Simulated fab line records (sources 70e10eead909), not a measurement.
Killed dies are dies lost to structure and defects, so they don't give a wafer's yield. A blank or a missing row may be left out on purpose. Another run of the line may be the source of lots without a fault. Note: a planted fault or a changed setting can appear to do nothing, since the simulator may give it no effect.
Commonality check across tools :: flow nand harc :: Sampled: 14 lots, 48 wafers

WHAT PROMPTED THE OPENING
Flagged at NHARC_A_ONON_D2_THK_MEAS_02: reading thk nm, on 2 of 14 lots. Wafers without a fault read 1003 nm, standard deviation 11.
Rule: a lot gets a flag if all its wafers with a number sit over 4 standard deviations from that mean, or if no wafer of it has a number. All remaining lots are regarded as sound.

lot: L756
measured: day 12 10:58
on: film metro-02
thk nm (nm), wafer by wafer: 1004 1004 1003
flag: 

lot: L758
measured: day 13 08:38
on: film metro-01
thk nm (nm), wafer by wafer: 995 995 993
flag: 

lot: L759
measured: day 13 14:25
on: film metro-02
thk nm (nm), wafer by wafer: 443 442 442 443 445 444
flag: FLAGGED

lot: L760
measured: day 14 13:19
on: film metro-02
thk nm (nm), wafer by wafer: 454 455 454 456 453 454
flag: FLAGGED

lot: L767
measured: day 17 05:16
on: film metro-01
thk nm (nm), wafer by wafer: 1014 1016 1012
flag: 

lot: L768
measured: day 18 11:19
on: film metro-02
thk nm (nm), wafer by wafer: 1003 1003 1004
flag: 

lot: L770
measured: day 18 11:24
on: film metro-01
thk nm (nm), wafer by wafer: 1020 1020 1018
flag: 

lot: L769
measured: day 18 18:34
on: film metro-02
thk nm (nm), wafer by wafer: 1000 998 997
flag: 

lot: L772
measured: day 19 09:02
on: film metro-01
thk nm (nm), wafer by wafer: 1005 1004 1005
flag: 

lot: L771
measured: day 19 15:57
on: film metro-02
thk nm (nm), wafer by wafer: 1008 1008 1008
flag: 

lot: L774
measured: day 19 22:06
on: film metro-01
thk nm (nm), wafer by wafer: 1004 1003 1002
flag: 

lot: L775
measured: day 20 22:20
on: film metro-01
thk nm (nm), wafer by wafer: 1010 1009 1010
flag: 

lot: L776
measured: day 21 07:29
on: film metro-02
thk nm (nm), wafer by wafer: 996 997 996
flag: 

lot: L778
measured: day 21 13:34
on: film metro-01
thk nm (nm), wafer by wafer: 1005 1007 1005
flag: 
Average over the flagged lots: 449 nm; offset from the usual -554 nm, equal to -50 standard deviations.

LOT BY LOT: THE TOOL USED
3 process steps preceding the reading are held in the record, out of 1302 steps in the route. Each cell gives the tool, then ch followed by the chambers the sampled wafers passed through, then the start.
lot: L756
flag: 
NHARC_A_CHANNEL_FILL_D1_ETCHBACK_08: rie diel-04 ch 0,2, day 12 09:43 or earlier
NHARC_A_DECK1_JOINT_CMP_02: cmp-02 ch 1,2,3, day 12 09:43
NHARC_A_ONON_D2_DEP_00: pecvd onon-03 ch 0, day 12 10:28

lot: L758
flag: 
NHARC_A_CHANNEL_FILL_D1_ETCHBACK_08: rie diel-04 ch 1,2,3, day 13 07:19 or earlier
NHARC_A_DECK1_JOINT_CMP_02: cmp-03 ch 0,1, day 13 07:19
NHARC_A_ONON_D2_DEP_00: pecvd onon-01 ch 0, day 13 08:14

lot: L759
flag: FLAGGED
NHARC_A_CHANNEL_FILL_D1_ETCHBACK_08: rie diel-03 ch 0,1,3, day 13 13:08 or earlier
NHARC_A_DECK1_JOINT_CMP_02: cmp-03 ch 0,2, day 13 13:08
NHARC_A_ONON_D2_DEP_00: pecvd onon-04 ch 0, day 13 13:58

lot: L760
flag: FLAGGED
NHARC_A_CHANNEL_FILL_D1_ETCHBACK_08: rie diel-03 ch 0,2,3, day 14 12:01 or earlier
NHARC_A_DECK1_JOINT_CMP_02: cmp-03 ch 1,3, day 14 12:01
NHARC_A_ONON_D2_DEP_00: pecvd onon-04 ch 0, day 14 12:48

lot: L767
flag: 
NHARC_A_CHANNEL_FILL_D1_ETCHBACK_08: rie diel-01 ch 1,3, day 17 03:41 or earlier
NHARC_A_DECK1_JOINT_CMP_02: cmp-04 ch 1,2, day 17 03:41
NHARC_A_ONON_D2_DEP_00: pecvd onon-03 ch 0, day 17 04:50

lot: L768
flag: 
NHARC_A_CHANNEL_FILL_D1_ETCHBACK_08: rie diel-04 ch 0,2,3, day 18 09:35 or earlier
NHARC_A_DECK1_JOINT_CMP_02: cmp-03 ch 0,2, day 18 09:35
NHARC_A_ONON_D2_DEP_00: pecvd onon-04 ch 0, day 18 10:55

lot: L770
flag: 
NHARC_A_CHANNEL_FILL_D1_ETCHBACK_08: rie diel-03 ch 0,1,2, day 18 09:35 or earlier
NHARC_A_DECK1_JOINT_CMP_02: cmp-04 ch 1,2, day 18 09:35
NHARC_A_ONON_D2_DEP_00: pecvd onon-01 ch 0, day 18 10:53

lot: L769
flag: 
NHARC_A_CHANNEL_FILL_D1_ETCHBACK_08: rie diel-04 ch 0,2,3, day 18 17:19 or earlier
NHARC_A_DECK1_JOINT_CMP_02: cmp-03 ch 1,3, day 18 17:19
NHARC_A_ONON_D2_DEP_00: pecvd onon-04 ch 0, day 18 18:04

lot: L772
flag: 
NHARC_A_CHANNEL_FILL_D1_ETCHBACK_08: rie diel-01 ch 1,2, day 19 07:45 or earlier
NHARC_A_DECK1_JOINT_CMP_02: cmp-04 ch 1,2, day 19 07:45
NHARC_A_ONON_D2_DEP_00: pecvd onon-03 ch 0, day 19 08:35

lot: L771
flag: 
NHARC_A_CHANNEL_FILL_D1_ETCHBACK_08: rie diel-04 ch 0,1,3, day 19 14:45 or earlier
NHARC_A_DECK1_JOINT_CMP_02: cmp-04 ch 0,1,3, day 19 14:45
NHARC_A_ONON_D2_DEP_00: pecvd onon-01 ch 0, day 19 15:26

lot: L774
flag: 
NHARC_A_CHANNEL_FILL_D1_ETCHBACK_08: rie diel-01 ch 1,2,3, day 19 20:51 or earlier
NHARC_A_DECK1_JOINT_CMP_02: cmp-03 ch 1,3, day 19 20:51
NHARC_A_ONON_D2_DEP_00: pecvd onon-04 ch 0, day 19 21:43

lot: L775
flag: 
NHARC_A_CHANNEL_FILL_D1_ETCHBACK_08: rie diel-01 ch 0,1,3, day 20 21:04 or earlier
NHARC_A_DECK1_JOINT_CMP_02: cmp-03 ch 1,2,3, day 20 21:04
NHARC_A_ONON_D2_DEP_00: pecvd onon-04 ch 0, day 20 21:50

lot: L776
flag: 
NHARC_A_CHANNEL_FILL_D1_ETCHBACK_08: rie diel-01 ch 0,1,3, day 21 06:13 or earlier
NHARC_A_DECK1_JOINT_CMP_02: cmp-03 ch 0,1,2, day 21 06:13
NHARC_A_ONON_D2_DEP_00: pecvd onon-03 ch 0, day 21 07:02

lot: L778
flag: 
NHARC_A_CHANNEL_FILL_D1_ETCHBACK_08: rie diel-04 ch 0,2,3, day 21 12:17 or earlier
NHARC_A_DECK1_JOINT_CMP_02: cmp-04 ch 0,1, day 21 12:17
NHARC_A_ONON_D2_DEP_00: pecvd onon-01 ch 0, day 21 13:07
What is done by these steps:
- NHARC_A_CHANNEL_FILL_D1_ETCHBACK_08: etches the open film in C4F8, target depth 220 nm, time 110 s.
- NHARC_A_DECK1_JOINT_CMP_02: polishes SiOx.
- NHARC_A_ONON_D2_DEP_00: target thk 1000 nm.
- NHARC_A_ONON_D2_THK_MEAS_02: measures by ellipsometry.

FLAGGED OVER TOTAL, TOOL BY TOOL (the gauges that took the reading come last)
step: NHARC_A_CHANNEL_FILL_D1_ETCHBACK_08
tool: rie diel-01
lots run: 5
flagged: 0
share of the flagged lots: none
sound lots run after its first flagged lot: -

step: NHARC_A_CHANNEL_FILL_D1_ETCHBACK_08
tool: rie diel-03
lots run: 3
flagged: 2
share of the flagged lots: all
sound lots run after its first flagged lot: 1 (L770)

step: NHARC_A_CHANNEL_FILL_D1_ETCHBACK_08
tool: rie diel-04
lots run: 6
flagged: 0
share of the flagged lots: none
sound lots run after its first flagged lot: -

step: NHARC_A_DECK1_JOINT_CMP_02
tool: cmp-02
lots run: 1
flagged: 0
share of the flagged lots: none
sound lots run after its first flagged lot: -

step: NHARC_A_DECK1_JOINT_CMP_02
tool: cmp-03
lots run: 8
flagged: 2
share of the flagged lots: all
sound lots run after its first flagged lot: 5 (L768,L769,L774,L775,L776)

step: NHARC_A_DECK1_JOINT_CMP_02
tool: cmp-04
lots run: 5
flagged: 0
share of the flagged lots: none
sound lots run after its first flagged lot: -

step: NHARC_A_ONON_D2_DEP_00
tool: pecvd onon-01
lots run: 4
flagged: 0
share of the flagged lots: none
sound lots run after its first flagged lot: -

step: NHARC_A_ONON_D2_DEP_00
tool: pecvd onon-03
lots run: 4
flagged: 0
share of the flagged lots: none
sound lots run after its first flagged lot: -

step: NHARC_A_ONON_D2_DEP_00
tool: pecvd onon-04
lots run: 6
flagged: 2
share of the flagged lots: all
sound lots run after its first flagged lot: 4 (L768,L769,L774,L775)

step: NHARC_A_ONON_D2_THK_MEAS_02
tool: film metro-01
lots run: 7
flagged: 0
share of the flagged lots: none
sound lots run after its first flagged lot: -

step: NHARC_A_ONON_D2_THK_MEAS_02
tool: film metro-02
lots run: 7
flagged: 2
share of the flagged lots: all
sound lots run after its first flagged lot: 4 (L768,L769,L771,L776)
Because NHARC_A_CHANNEL_FILL_D1_ETCHBACK_08 lacks a start for some lots, the hours and order of its lots are taken from NHARC_A_DECK1_JOINT_CMP_02.

WHAT THE TABLE PERMITS
4 rows of the table ran every flagged lot: rie diel-03 at NHARC_A_CHANNEL_FILL_D1_ETCHBACK_08, cmp-03 at NHARC_A_DECK1_JOINT_CMP_02, pecvd onon-04 at NHARC_A_ONON_D2_DEP_00, film metro-02 at NHARC_A_ONON_D2_THK_MEAS_02.
- rie diel-03 at NHARC_A_CHANNEL_FILL_D1_ETCHBACK_08: 2 of its 3 lots flagged. Lots that were sound ran on it after the first flagged one (L770); a persistent fault on the entire tool would not allow that.
- cmp-03 at NHARC_A_DECK1_JOINT_CMP_02: 2 of its 8 lots flagged. Lots that were sound ran on it after the first flagged one (L768, L769, L774, L775, L776); a persistent fault on the entire tool would not allow that.
- pecvd onon-04 at NHARC_A_ONON_D2_DEP_00: 2 of its 6 lots flagged. Lots that were sound ran on it after the first flagged one (L768, L769, L774, L775); a persistent fault on the entire tool would not allow that.
- film metro-02 at NHARC_A_ONON_D2_THK_MEAS_02: 2 of its 7 lots flagged. Lots that were sound ran on it after the first flagged one (L768, L769, L771, L776); a persistent fault on the entire tool would not allow that.
Every row of the table either missed a flagged lot or ran a sound lot after the first.

WHAT HAD BEEN PUT IN BY THE SIMULATOR
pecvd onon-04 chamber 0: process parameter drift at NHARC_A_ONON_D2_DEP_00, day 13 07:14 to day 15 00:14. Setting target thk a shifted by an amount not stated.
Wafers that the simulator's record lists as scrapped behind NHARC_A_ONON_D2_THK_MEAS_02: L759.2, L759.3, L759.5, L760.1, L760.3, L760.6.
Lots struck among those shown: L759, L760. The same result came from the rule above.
